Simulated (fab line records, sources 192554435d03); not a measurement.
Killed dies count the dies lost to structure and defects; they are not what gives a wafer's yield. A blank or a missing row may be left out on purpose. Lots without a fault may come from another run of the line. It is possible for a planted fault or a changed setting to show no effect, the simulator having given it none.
Matching of chambers / flow n5-finfet / N5_BEOL_M0_SAQP_PECVD_03 on pecvd-01 has 3 sister chambers
The step deposits SiCN from 3MS/NH3, target thk 12 nm, time 21.1 s. 3 wafers are shown with their chamber, then 9 later ones without.

== WAFERS, EACH WITH ITS CHAMBER ==
wafer=L088.1; chamber=1; throttle-valve-pct (%)=9.3
wafer=L088.3; chamber=0; throttle-valve-pct (%)=9.8
wafer=L088.5; chamber=2; throttle-valve-pct (%)=8.7

== WAFERS WHOSE CHAMBER IS MISSING ==
wafer=L090.1; throttle-valve-pct (%)=8.7
wafer=L090.2; throttle-valve-pct (%)=9.4
wafer=L090.5; throttle-valve-pct (%)=9.2
wafer=L092.2; throttle-valve-pct (%)=8.5
wafer=L092.5; throttle-valve-pct (%)=9.3
wafer=L092.6; throttle-valve-pct (%)=9.6
wafer=L097.2; throttle-valve-pct (%)=9.6
wafer=L097.5; throttle-valve-pct (%)=9.4
wafer=L097.6; throttle-valve-pct (%)=8.8

== EACH ONE'S CHAMBER ==
wafer=L090.1; from the rows above=2; in truth=2
wafer=L090.2; from the rows above=1; in truth=1
wafer=L090.5; from the rows above=1; in truth=1
wafer=L092.2; from the rows above=2; in truth=2
wafer=L092.5; from the rows above=1; in truth=1
wafer=L092.6; from the rows above=can't be placed: 0 or 1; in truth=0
wafer=L097.2; from the rows above=can't be placed: 0 or 1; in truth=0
wafer=L097.5; from the rows above=1; in truth=1
wafer=L097.6; from the rows above=2; in truth=2
Placed correctly: 7 of 9. Cannot be placed on the basis of these rows: 2; the candidates contain the true chamber in 2. Wrongly placed: 0.
How it was worked out, from the rows above alone: a wafer's distance from a chamber is the root of the sum, over the readings, of the square of ((its reading less the chamber's mean) divided by the reading's scatter). If the next closest chamber is less than 2 further off than the closest, the wafer can't be placed; otherwise it belongs to the closest. For every chamber, the mean is computed from those of its wafers that are shown. The scatter: root of mean squared gap, hidden wafer to nearest shown wafer, with one shown wafer a chamber.
